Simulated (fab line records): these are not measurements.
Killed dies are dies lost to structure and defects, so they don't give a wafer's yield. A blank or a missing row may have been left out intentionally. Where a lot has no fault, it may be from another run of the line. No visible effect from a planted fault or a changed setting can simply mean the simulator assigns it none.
Matching of chambers | flow nand-harc | NHARC_A_CONTACT_DESCUM_13 on rie-diel-07 has 4 sister chambers
The step chemistry O2, time 3 s. 20 wafers are shown with their chamber, then 10 later ones without.

EACH WAFER AND ITS CHAMBER
wafer  | chamber | drypump-motor-current-A (A) | oes-product-au (a.u.) | rf-vpp-V (V)
L074.3 | 3       | 5.4                         | 1.007                 | 56.0
L074.4 | 0       | 5.8                         | 1.013                 | 56.5
L074.6 | 1       | 5.5                         | 1.006                 | 58.4
L075.2 | 3       | 5.4                         | 0.996                 | 57.2
L075.4 | 2       | 5.6                         | 1.024                 | 59.2
L075.5 | 3       | 5.4                         | 1.004                 | 57.9
L076.1 | 0       | 5.9                         | 1.015                 | 56.7
L076.4 | 2       | 5.6                         | 1.022                 | 58.1
L076.5 | 3       | 5.4                         | 0.997                 | 58.3
L078.1 | 3       | 5.4                         | 1.010                 | 56.8
L078.3 | 0       | 5.8                         | 1.014                 | 57.9
L078.4 | 2       | 5.7                         | 1.015                 | 58.5
L077.3 | 2       | 5.7                         | 1.028                 | 57.6
L077.5 | 2       | 5.7                         | 1.029                 | 58.0
L077.6 | 1       | 5.5                         | 1.011                 | 58.7
L079.1 | 2       | 5.7                         | 1.024                 | 57.6
L079.5 | 3       | 5.5                         | 1.007                 | 56.3
L079.6 | 2       | 5.7                         | 1.025                 | 57.6
L081.1 | 1       | 5.5                         | 1.010                 | 58.7
L081.4 | 3       | 5.4                         | 1.008                 | 58.8

SIGNATURES (averages over the wafers above)
reading                 | chamber 0 | chamber 1 | chamber 2 | chamber 3 | scatter within a chamber
drypump-motor-current-A | 5.833     | 5.500     | 5.671     | 5.414     | 0.043
oes-product-au          | 1.01400   | 1.00900   | 1.02386   | 1.00414   | 0.00451
rf-vpp-V                | 57.033    | 58.600    | 58.086    | 57.329    | 0.786
Rule: distance of a wafer from a chamber = root of the sum over the readings of ((wafer's reading minus chamber's mean) / reading's scatter) squared. If the next closest chamber is less than 2 further off than the closest, the wafer can't be placed; otherwise it belongs to the closest. The scatter is the square root of a quotient: the sum, over the shown wafers, of each reading's squared deviation from its chamber's mean, divided by wafers minus chambers.

WAFERS MISSING THEIR CHAMBER
wafer  | drypump-motor-current-A (A) | oes-product-au (a.u.) | rf-vpp-V (V)
L081.6 | 5.5                         | 1.017                 | 58.1
L080.2 | 5.4                         | 1.000                 | 56.4
L080.3 | 5.7                         | 1.013                 | 59.3
L080.6 | 5.5                         | 1.012                 | 57.3
L094.2 | 5.7                         | 1.015                 | 58.5
L094.3 | 5.6                         | 1.006                 | 57.8
L094.4 | 5.4                         | 1.001                 | 57.4
L095.1 | 5.7                         | 0.996                 | 58.1
L095.4 | 5.5                         | 1.002                 | 58.3
L095.6 | 5.5                         | 1.004                 | 57.2

THE CHAMBER EACH PASSED THROUGH
wafer  | from the rows above               | in truth
L081.6 | can't be placed: 1 or 3           | 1
L080.2 | 3                                 | 3
L080.3 | can't be placed: 2 or 0 or 1      | 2
L080.6 | can't be placed: 1 or 3           | 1
L094.2 | can't be placed: 2 or 0           | 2
L094.3 | can't be placed: 1 or 2 or 3      | 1
L094.4 | 3                                 | 3
L095.1 | can't be placed: 0 or 1 or 2 or 3 | 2
L095.4 | can't be placed: 1 or 3           | 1
L095.6 | can't be placed: 3 or 1           | 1
Correct placement for 2 of the 10. Cannot be placed on the basis of these rows: 8; the candidates contain the true chamber in 8. Wrongly placed: 0.
